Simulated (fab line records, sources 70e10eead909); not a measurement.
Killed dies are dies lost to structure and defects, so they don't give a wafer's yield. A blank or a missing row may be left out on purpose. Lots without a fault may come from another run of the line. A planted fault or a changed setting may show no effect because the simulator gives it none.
Chamber matching | flow nand_harc | NHARC_P_M2_ETCH_35 on rie_diel-05: 4 sister chambers
The step etches the open film in N2/H2, target depth 40 nm, overetch 12 nm, time 43.94 s. 4 wafers are shown with their chamber, then 7 later ones without.

WAFERS WITH THEIR CHAMBER
wafer  | chamber | showerhead_plenum_p_Torr (Torr)
L089.1 | 0       | 2.19
L091.4 | 3       | 1.89
L091.6 | 1       | 2.10
L093.5 | 2       | 1.91

WAFERS WITHOUT THEIR CHAMBER
wafer  | showerhead_plenum_p_Torr (Torr)
L093.6 | 2.10
L094.4 | 2.18
L094.5 | 1.89
L094.6 | 2.18
L095.1 | 2.10
L095.2 | 2.18
L095.5 | 2.10

WHICH CHAMBER EACH WENT THROUGH
wafer  | from the rows above | in truth
L093.6 | 1                   | 1
L094.4 | 0                   | 0
L094.5 | 3                   | 3
L094.6 | 0                   | 0
L095.1 | 1                   | 1
L095.2 | 0                   | 0
L095.5 | 1                   | 1
Placed correctly: 7 of 7. Can't be placed from these rows: 0. Placed wrongly: 0.
How it was worked out, from the rows above alone: a wafer's distance from a chamber is the root of the sum, over the readings, of the square of ((its reading less the chamber's mean) divided by the reading's scatter). The wafer belongs to the nearest chamber; if the next one is less than 2 further off, it can't be placed. A chamber's mean is the mean of its shown wafers. The scatter: with one shown wafer a chamber, the root of the mean of the squares of how far each hidden wafer lies from its nearest shown one.
